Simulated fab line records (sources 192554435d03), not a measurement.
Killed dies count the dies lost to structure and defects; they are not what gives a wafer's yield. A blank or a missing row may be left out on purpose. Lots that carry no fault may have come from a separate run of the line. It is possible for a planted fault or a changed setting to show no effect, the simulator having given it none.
Matching of chambers / flow n5-finfet / cmp-01 running N5_BEOL_M10_CMP_52: 4 sister chambers
The step polishes, stops on SiCOH lowk, t overpolish 7 s, target thk 140 nm. 16 wafers are shown with their chamber, then 8 later ones without.

== EACH WAFER AND ITS CHAMBER ==
wafer=L077.2; chamber=3; time-to-endpoint-s (s)=78; barrier-field-endpoint-s (s)=31.3; motor-current-A (A)=5.9
wafer=L077.4; chamber=1; time-to-endpoint-s (s)=75; barrier-field-endpoint-s (s)=30.4; motor-current-A (A)=5.8
wafer=L077.6; chamber=2; time-to-endpoint-s (s)=67; barrier-field-endpoint-s (s)=29.2; motor-current-A (A)=7.0
wafer=L078.4; chamber=3; time-to-endpoint-s (s)=77; barrier-field-endpoint-s (s)=31.7; motor-current-A (A)=6.2
wafer=L078.5; chamber=2; time-to-endpoint-s (s)=65; barrier-field-endpoint-s (s)=29.6; motor-current-A (A)=6.5
wafer=L078.6; chamber=1; time-to-endpoint-s (s)=72; barrier-field-endpoint-s (s)=30.8; motor-current-A (A)=6.1
wafer=L080.2; chamber=2; time-to-endpoint-s (s)=64; barrier-field-endpoint-s (s)=28.4; motor-current-A (A)=6.2
wafer=L080.3; chamber=0; time-to-endpoint-s (s)=61; barrier-field-endpoint-s (s)=27.4; motor-current-A (A)=6.9
wafer=L080.6; chamber=2; time-to-endpoint-s (s)=67; barrier-field-endpoint-s (s)=29.3; motor-current-A (A)=6.7
wafer=L084.1; chamber=0; time-to-endpoint-s (s)=65; barrier-field-endpoint-s (s)=28.0; motor-current-A (A)=6.5
wafer=L084.2; chamber=3; time-to-endpoint-s (s)=76; barrier-field-endpoint-s (s)=30.7; motor-current-A (A)=6.1
wafer=L084.4; chamber=1; time-to-endpoint-s (s)=72; barrier-field-endpoint-s (s)=29.7; motor-current-A (A)=5.5
wafer=L085.2; chamber=1; time-to-endpoint-s (s)=75; barrier-field-endpoint-s (s)=29.6; motor-current-A (A)=6.2
wafer=L085.3; chamber=3; time-to-endpoint-s (s)=79; barrier-field-endpoint-s (s)=31.1; motor-current-A (A)=6.2
wafer=L085.6; chamber=2; time-to-endpoint-s (s)=68; barrier-field-endpoint-s (s)=28.7; motor-current-A (A)=6.5
wafer=L087.1; chamber=1; time-to-endpoint-s (s)=76; barrier-field-endpoint-s (s)=30.2; motor-current-A (A)=5.7

SIGNATURES, as means of the wafers listed above
reading=time-to-endpoint-s; chamber 0=63.00; chamber 1=74.00; chamber 2=66.20; chamber 3=77.50; scatter within a chamber=1.77
reading=barrier-field-endpoint-s; chamber 0=27.700; chamber 1=30.140; chamber 2=29.040; chamber 3=31.200; scatter within a chamber=0.468
reading=motor-current-A; chamber 0=6.700; chamber 1=5.860; chamber 2=6.580; chamber 3=6.100; scatter within a chamber=0.261
Rule: for each reading, subtract the chamber's mean from the wafer's reading, divide by that reading's scatter and square the result; add these up over the readings and take the root, which gives the wafer's distance from the chamber. The wafer belongs to the nearest chamber; if the next one is less than 2 further off, it can't be placed. How the scatter is found: for the shown wafers, subtract from each reading the mean of its chamber, square and add these, divide the total by (wafers less chambers), then take the root.

== WAFERS WITHOUT THEIR CHAMBER ==
wafer=L087.5; time-to-endpoint-s (s)=61; barrier-field-endpoint-s (s)=27.0; motor-current-A (A)=6.6
wafer=L087.6; time-to-endpoint-s (s)=73; barrier-field-endpoint-s (s)=30.1; motor-current-A (A)=5.9
wafer=L092.2; time-to-endpoint-s (s)=65; barrier-field-endpoint-s (s)=28.3; motor-current-A (A)=6.9
wafer=L092.4; time-to-endpoint-s (s)=57; barrier-field-endpoint-s (s)=27.7; motor-current-A (A)=6.2
wafer=L092.5; time-to-endpoint-s (s)=62; barrier-field-endpoint-s (s)=27.5; motor-current-A (A)=6.3
wafer=L095.2; time-to-endpoint-s (s)=75; barrier-field-endpoint-s (s)=29.8; motor-current-A (A)=5.6
wafer=L095.4; time-to-endpoint-s (s)=81; barrier-field-endpoint-s (s)=32.0; motor-current-A (A)=5.9
wafer=L095.5; time-to-endpoint-s (s)=72; barrier-field-endpoint-s (s)=30.3; motor-current-A (A)=5.5

== WHICH CHAMBER EACH WENT THROUGH ==
wafer=L087.5; from the rows above=0; in truth=0
wafer=L087.6; from the rows above=1; in truth=1
wafer=L092.2; from the rows above=can't be placed: 0 or 2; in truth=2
wafer=L092.4; from the rows above=0; in truth=0
wafer=L092.5; from the rows above=0; in truth=0
wafer=L095.2; from the rows above=1; in truth=1
wafer=L095.4; from the rows above=3; in truth=3
wafer=L095.5; from the rows above=1; in truth=1
Correct placement for 7 of the 8. These rows do not allow placing 1 (true chamber among the candidates in 1). Wrongly placed: 0.
